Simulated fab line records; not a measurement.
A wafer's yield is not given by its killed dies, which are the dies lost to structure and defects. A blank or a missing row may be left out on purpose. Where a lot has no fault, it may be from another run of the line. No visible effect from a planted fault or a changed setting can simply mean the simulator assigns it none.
One fault through the eyes of 3 desks -- flow n5Finfet -- numbers are kept per desk, each desk with only its own; the story behind them comes last

## THE DEFECT DESK
For each lot, the counts of the inspections along the route, averaged over the sampled wafers that have a number. Marked OUT: a lot whose mean sits more than 4 standard deviations from the usual mean, which makes it out of limits; the brackets give that distance.
Columns: A = rawDefectCount at N5_BEOL_M14_INSPECT_12, usual 1.9; B = rawDefectCount at N5_BEOL_M14_INSPECT_30, usual 2.1
lot,first seen here,A,B
L257,day 10 14:41,2.0,2.7
L263,day 12 12:52,2.0,1.3
L275,day 15 10:52,2.3,1.3
L276,day 16 12:29,2.0,0.7
L279,day 16 19:27,0.7,3.3
L280,day 17 00:11,2.7,2.3
Result from this desk: across the 6 lots, nothing is out of limits.

## TOOL OWNER'S DESK, lithoTrack-03
The tool's own readings at N5_BEOL_M14_COAT_22 (resist thk 300 nm): means of the sampled wafers that have a number, for each lot that ran on this tool. Marked OUT: a lot whose mean sits more than 4 standard deviations from the usual mean, which makes it out of limits; the brackets give that distance.
Columns: A = chillPlateTempC at N5_BEOL_M14_COAT_22, usual 23.00 C; B = spinSpeedRpm at N5_BEOL_M14_COAT_22, usual 2888.2 rpm
lot,first seen here,A,B
L263,day 12 13:43,22.97,2887.3
L275,day 15 11:26,22.88,2289.2 (-99 or more) OUT
L276,day 16 13:00,23.00,2288.6 (-99 or more) OUT
This desk's finding: out of limits on L275, L276; first on L275, day 15 11:26 (spinSpeedRpm at N5_BEOL_M14_COAT_22). Within limits: L263.

## FROM THE METROLOGY DESK
Lot by lot, what the gauges showed, no matter which tool ran the lot: averages of those sampled wafers that carry a number. Marked OUT: a lot whose mean sits more than 4 standard deviations from the usual mean, which makes it out of limits; the brackets give that distance.
Columns: A = V13_OVL at N5_BEOL_M14_OVL_MEAS_11, usual 6 nm; B = cdNm at N5_BEOL_M14_CD_MEAS_17, usual 251.2 nm; C = cdNm at N5_BEOL_M14_CD_MEAS_28, usual 284.7 nm; D = M14_OVL at N5_BEOL_M14_OVL_MEAS_29, usual 5 nm
lot,first seen here,A,B,C,D
L257,day 10 14:40,4,248.3,284.6,5
L263,day 12 12:50,4,249.7,283.0,4
L275,day 15 10:50,6,249.1,283.1,7
L276,day 16 12:28,6,252.5,282.9,4
L279,day 16 19:26,4,251.4,284.2,10
L280,day 17 00:10,7,251.7,283.6,-5
Result from this desk: across the 6 lots, nothing is out of limits.

## BROUGHT TOGETHER
The tool owner's desk could have raised an alarm at day 15 11:26, on L275, L276.
Nothing out of limits was seen by the defect desk.
Nothing out of limits was seen by the metrology desk.
The defect desk has L275, L276 on record, within its limits.
The metrology desk has L275, L276 on record, within its limits.
All the named lots went through N5_BEOL_M14_COAT_22 on lithoTrack-03.

## WHAT THE SIMULATOR PUT IN
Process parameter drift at N5_BEOL_M14_COAT_22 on lithoTrack-03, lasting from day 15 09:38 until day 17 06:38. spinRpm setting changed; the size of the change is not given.
Shown lots that were struck: L275, L276.
Each desk's first reading out of limits, in hours after the fault started: the tool owner's desk, 2.
